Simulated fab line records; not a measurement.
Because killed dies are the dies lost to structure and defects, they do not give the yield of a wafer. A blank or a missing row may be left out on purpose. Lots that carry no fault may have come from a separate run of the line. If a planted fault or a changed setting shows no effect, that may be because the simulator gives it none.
Comparing a struck lot with a sound one -- flow nandHarc -- 16 steps out of a route of 1302
Sound: the wafers L131.1, L131.2, L131.5. Struck: wafer L149.3. (L149.2, L149.6 of the same lot were not struck and are left out.) The cause comes at the end.
Per side, at each step with rows, come the tool, then ch with its chambers, and then its first start. Under that, the readings that differ: sound wafers -- struck wafers -- difference of the means -- sigmas: that difference in standard deviations of wafers without a fault.
alike: words and numbers the same on both sides, and readings whose means are apart by under 2 such deviations; not compared: readings that were withheld, readings missing a value for some wafer, numbers with overlapping values and no deviation given by the record, and bounds like >300 which may hide the same value.
Wherever a step has rows on one side only, a row that says differs or no value, or a row with sigmas, the two part there. Non-overlapping numbers with no deviation appear without sigmas and do not part them. A reading that every wafer of one side lacks parts them only if that side has two wafers or more.

NHARC_A_ONON_D2_THK_MEAS_11: measures by ellipsometry.
  sound on filmMetro-01 at day 14 00:11; struck on filmMetro-02 at day 21 12:13
  alike: thkNm
then, no rows for these wafers at 1 step: NHARC_A_ONON_D2_DEP_12 (target thk 1000 nm).
NHARC_A_ONON_D2_THK_MEAS_14: measures by ellipsometry.
  sound on filmMetro-02 at day 14 00:53; struck on filmMetro-01 at day 21 12:46
  alike: thkNm
then, 2 steps without rows for these wafers: NHARC_A_ONON_D2_ANNEAL_15 (time 3600 s); NHARC_A_ONON_D2_DEP_16 (target thk 1000 nm).
NHARC_A_ONON_D2_THK_MEAS_18: measures by ellipsometry.
  sound on filmMetro-02 at day 14 08:45; struck on filmMetro-01 at day 21 20:44
  alike: thkNm
then, no rows for these wafers at 1 step: NHARC_A_ONON_D2_DEP_19 (target thk 1000 nm).
NHARC_A_ONON_D2_THK_MEAS_21: measures by ellipsometry.
  sound on filmMetro-01 at day 14 09:27; struck on filmMetro-01 at day 21 21:23
  alike: thkNm
then, no rows for these wafers at 1 step: NHARC_A_ONON_D2_DEP_22 (target thk 1000 nm).
NHARC_A_ONON_D2_THK_MEAS_24: measures by ellipsometry.
  sound on filmMetro-02 at day 14 10:01; struck on filmMetro-01 at day 21 22:05
  alike: thkNm
then, no rows for these wafers at 1 step: NHARC_A_ONON_D2_DEP_25 (target thk 1000 nm).
NHARC_A_ONON_D2_THK_MEAS_27: measures by ellipsometry.
  sound on filmMetro-01 at day 14 10:35; struck on filmMetro-01 at day 21 22:40
  alike: thkNm
NHARC_A_ONON_D2_DEP_28: target thk 1000 nm.
  sound on pecvdOnon-01 ch 0, day 14 10:38; struck on pecvdOnon-01 ch 0, day 21 22:46
NHARC_A_ONON_D2_THK_MEAS_30: measures by ellipsometry.
  sound on filmMetro-01 at day 14 11:09; struck on filmMetro-01 at day 21 23:13
reading,sound,struck,difference,sigmas
thkNm (nm),1004 1007 1005,1095,+90,+12
NHARC_A_ONON_D2_DEP_33: deposits SiO2, target thk 200 nm.
  sound on pecvd-04 ch 0,1,2, day 14 11:13; struck on pecvd-03 ch 1, day 21 23:17
  alike: flowSccm, heaterPowerW, throttleValvePct
-- break in the record here, with 11 days between the starts of the struck wafers on either side (left off in module A_ONON_D2, picked up again in module END, where the first step shown is number 1302 on the route) --
NHARC_END_SORT_01:
  only the struck wafers appear in the record here, on prober-01 ch 0 at day 33 05:35; the sound ones have no rows

== WHERE THEY PART ==
Earliest at NHARC_A_ONON_D2_THK_MEAS_30; latest, in this record, at NHARC_END_SORT_01.

WHY: what the simulator had put in
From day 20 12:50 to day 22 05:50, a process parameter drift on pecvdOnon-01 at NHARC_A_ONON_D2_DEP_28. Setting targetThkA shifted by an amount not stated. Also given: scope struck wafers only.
